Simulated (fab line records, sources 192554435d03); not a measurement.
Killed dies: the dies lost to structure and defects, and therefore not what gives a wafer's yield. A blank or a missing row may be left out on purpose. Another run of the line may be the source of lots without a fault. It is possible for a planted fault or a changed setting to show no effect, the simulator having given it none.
Chamber matching + flow n5-finfet + N5_BEOL_M4_ALD_98 on ald-sin-01: 4 sister chambers
The step deposits SiO2, target thk 2.5 nm, pulse time 1 s, co reactant pulse time 1 s. 4 wafers are shown with their chamber, then 12 later ones without.

## WAFERS PAIRED WITH THEIR CHAMBERS
| wafer  | chamber | heater-power-w (W) |
|--------|---------|--------------------|
| L086.3 | 3       | 69                 |
| L089.2 | 2       | 93                 |
| L089.3 | 1       | 63                 |
| L089.6 | 0       | 67                 |

## WAFERS MISSING THEIR CHAMBER
| wafer  | heater-power-w (W) |
|--------|--------------------|
| L090.1 | 93                 |
| L090.2 | 65                 |
| L090.3 | 66                 |
| L090.4 | 70                 |
| L090.5 | 65                 |
| L090.6 | 95                 |
| L096.1 | 61                 |
| L096.2 | 61                 |
| L096.3 | 69                 |
| L097.3 | 60                 |
| L097.4 | 87                 |
| L097.6 | 87                 |

## THE CHAMBER EACH PASSED THROUGH
| wafer  | from the rows above          | in truth |
|--------|------------------------------|----------|
| L090.1 | 2                            | 2        |
| L090.2 | can't be placed: 0 or 1 or 3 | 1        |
| L090.3 | can't be placed: 0 or 1 or 3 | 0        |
| L090.4 | can't be placed: 3 or 0      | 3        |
| L090.5 | can't be placed: 0 or 1 or 3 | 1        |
| L090.6 | 2                            | 2        |
| L096.1 | can't be placed: 1 or 0      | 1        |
| L096.2 | can't be placed: 1 or 0      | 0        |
| L096.3 | can't be placed: 3 or 0      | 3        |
| L097.3 | can't be placed: 1 or 0      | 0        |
| L097.4 | 2                            | 2        |
| L097.6 | 2                            | 2        |
Correctly placed: 4 of 12. From these rows, 8 cannot be placed; in 8 the true chamber is one of the candidates. Number placed wrongly: 0.
How it was worked out, from the rows above alone: a wafer's distance from a chamber is the root of the sum, over the readings, of the square of ((its reading less the chamber's mean) divided by the reading's scatter). If the next closest chamber is less than 2 further off than the closest, the wafer can't be placed; otherwise it belongs to the closest. Each chamber's mean is taken over the wafers shown for it. The scatter (one wafer shown for each chamber): square how far every hidden wafer sits from the nearest shown wafer, average those squares and take the square root.
